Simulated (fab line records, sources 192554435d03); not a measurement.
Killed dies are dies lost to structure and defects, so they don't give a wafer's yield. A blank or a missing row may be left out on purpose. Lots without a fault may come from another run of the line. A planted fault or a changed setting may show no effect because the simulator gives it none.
Chamber matching | flow n5_finfet | N5_GATE_CUT_ETCH_37 on rie_diel-02: 4 sister chambers
The step etches SOC in N2/H2, target depth 60 nm, overetch 12 nm, time 90 s. 14 wafers are shown with their chamber, then 7 later ones without.

WAFERS WITH THEIR CHAMBER
wafer  | chamber | showerhead_plenum_p_Torr (Torr) | throttle_valve_pct (%) | oes_product_au (a.u.)
L078.2 | 3       | 2.62                            | 17.78                  | 0.63
L078.4 | 1       | 2.35                            | 17.33                  | 0.69
L078.6 | 0       | 2.55                            | 18.02                  | 0.68
L083.1 | 3       | 2.62                            | 17.80                  | 0.62
L083.2 | 2       | 2.49                            | 17.65                  | 0.61
L083.3 | 0       | 2.55                            | 18.06                  | 0.69
L084.2 | 0       | 2.55                            | 18.04                  | 0.68
L084.4 | 1       | 2.35                            | 17.35                  | 0.70
L084.5 | 0       | 2.55                            | 18.05                  | 0.67
L087.1 | 0       | 2.55                            | 18.06                  | 0.67
L087.3 | 1       | 2.35                            | 17.35                  | 0.68
L087.6 | 1       | 2.35                            | 17.37                  | 0.69
L089.1 | 0       | 2.54                            | 18.07                  | 0.67
L089.5 | 3       | 2.61                            | 17.81                  | 0.61

SIGNATURES (means of the wafers above)
reading                  | chamber 0 | chamber 1 | chamber 2 | chamber 3 | scatter within a chamber
showerhead_plenum_p_Torr | 2.5483    | 2.3500    | 2.4900    | 2.6167    | 0.00387
throttle_valve_pct       | 18.0500   | 17.3500   | 17.6500   | 17.7967   | 0.0169
oes_product_au           | 0.6767    | 0.6900    | 0.6100    | 0.6200    | 0.00856
Rule: a wafer's distance from a chamber is the root of the sum, over the readings, of the square of ((its reading less the chamber's mean) divided by the reading's scatter). The wafer belongs to the nearest chamber; if the next one is less than 2 further off, it can't be placed. The scatter: the root of (the sum of the squares of (reading less its chamber's mean) over the shown wafers, divided by (wafers less chambers)).

WAFERS WITHOUT THEIR CHAMBER
wafer  | showerhead_plenum_p_Torr (Torr) | throttle_valve_pct (%) | oes_product_au (a.u.)
L089.6 | 2.55                            | 18.07                  | 0.67
L092.1 | 2.34                            | 17.36                  | 0.68
L092.2 | 2.54                            | 18.08                  | 0.67
L092.4 | 2.61                            | 17.36                  | 0.87
L095.3 | 2.34                            | 17.38                  | 0.67
L095.4 | 2.54                            | 18.09                  | 0.66
L095.6 | 2.61                            | 17.39                  | 0.84

WHICH CHAMBER EACH WENT THROUGH
wafer  | from the rows above | in truth
L089.6 | 0                   | 0
L092.1 | 1                   | 1
L092.2 | 0                   | 0
L092.4 | 3                   | 3
L095.3 | 1                   | 1
L095.4 | 0                   | 0
L095.6 | 3                   | 3
Placed correctly: 7 of 7. Can't be placed from these rows: 0. Placed wrongly: 0.
